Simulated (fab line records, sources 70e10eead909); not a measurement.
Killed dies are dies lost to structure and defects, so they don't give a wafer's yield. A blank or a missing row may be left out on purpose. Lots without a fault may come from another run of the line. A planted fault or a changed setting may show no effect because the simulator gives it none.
Problem report in the 8D (eight disciplines) form, filled by code | flow nand_harc | the parts of the form that need people (team, actions taken, sign-off) are left out

1. THE PROBLEM
killed_at_array at NHARC_END_SORT_01 reads a mean of 617 on 3 wafers of 3 lots; wafers without a fault read 59 with a standard deviation of 21. That is +27 standard deviations from the usual mean.
First seen on wafer L547.4, day 29 03:47, on prober-01. The record holds 8 wafers of 3 lots with a number at this step. Rule for "out", or "out of limits": more than 4 standard deviations from the usual mean. The other wafers with a number count as sound.

2. WHAT IT IS AND WHAT IT IS NOT
question                    | is                           | is not
which readings at this step | killed_at_array, killed_dies | killed_at_other, killed_at_periphery, killed_open, killed_short
which lots                  | L547, L549, L550             | -
which wafers of those lots  | L547.4, L549.3, L550.4       | L547.1, L547.5, L549.1, L549.2, L550.1
read on which gauges        | prober-01                    | -
when                        | from day 29 03:47            | up to then (1 sound wafer); but 4 sound wafers of L547, L549, L550 came after

3. SUSPECTS, AND WHAT RULES EACH OUT
Counting: a tool at a process step up to the reading stays a suspect if it ran every lot that is out. Sound lots after the first of them don't rule it out here, since some wafers of a struck lot are sound.
- the gauge at NHARC_END_SORT_01: ruled out. All the wafers that are out were read on prober-01, but those of them that NHARC_A_STAIRCASE_ETCHBACK_157 has rows for are out there too, on other tools.
- rie_diel-12 at NHARC_A_STAIRCASE_ETCHBACK_157 (etches the open film in CH3F/O2, target depth 90 nm, time 167.14 s): kept. It ran every lot that is out, first L547 (day 23 17:28). Its own readings are out on those wafers: oes_product_au.
Left after counting: rie_diel-12 at NHARC_A_STAIRCASE_ETCHBACK_157.

4. THE CAUSE (what the simulator had put in)
Process parameter drift: rie_diel-12, from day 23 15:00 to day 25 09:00, at NHARC_A_STAIRCASE_ETCHBACK_157. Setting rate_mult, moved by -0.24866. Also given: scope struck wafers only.
Counting left only this tool.

5. THE CHAIN OF EFFECTS, in route order
Each row: a reading whose mean over the struck wafers that have a number lies more than 3 standard deviations from the usual. Only readings for which the record gives a usual standard deviation are gone through. hours: the time from each lot's start at the first step in this table that gives one to its start at this step, as a median over the lots. sigmas: the change in usual standard deviations.
hours | step                           | reading         | usual     | on struck wafers | change | sigmas
0     | NHARC_A_STAIRCASE_ETCHBACK_157 | oes_product_au  | 0.97 a.u. | 0.80             | -0.17  | -5.1
131   | NHARC_END_SORT_01              | killed_at_array | 59        | 617              | +558   | +27
131   | NHARC_END_SORT_01              | killed_dies     | 64        | 621              | +557   | +27
The process steps in it:
- NHARC_A_STAIRCASE_ETCHBACK_157: etches the open film in CH3F/O2, target depth 90 nm, time 167.14 s.

6. WHAT WOULD HAVE CAUGHT IT SOONER
In this record the first reading out of limits at a measuring or inspecting step was taken at day 29 03:47, 133 hours after the fault began at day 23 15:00.
The tool's own readings at NHARC_A_STAIRCASE_ETCHBACK_157 were out on every struck wafer that the step has a row for (oes_product_au): an alarm limit on them would have fired on the first of those.
All the lots that are out (3) had begun NHARC_A_STAIRCASE_ETCHBACK_157 on rie_diel-12 by day 29 03:47. A hold on the tool at that time would have spared none of them.
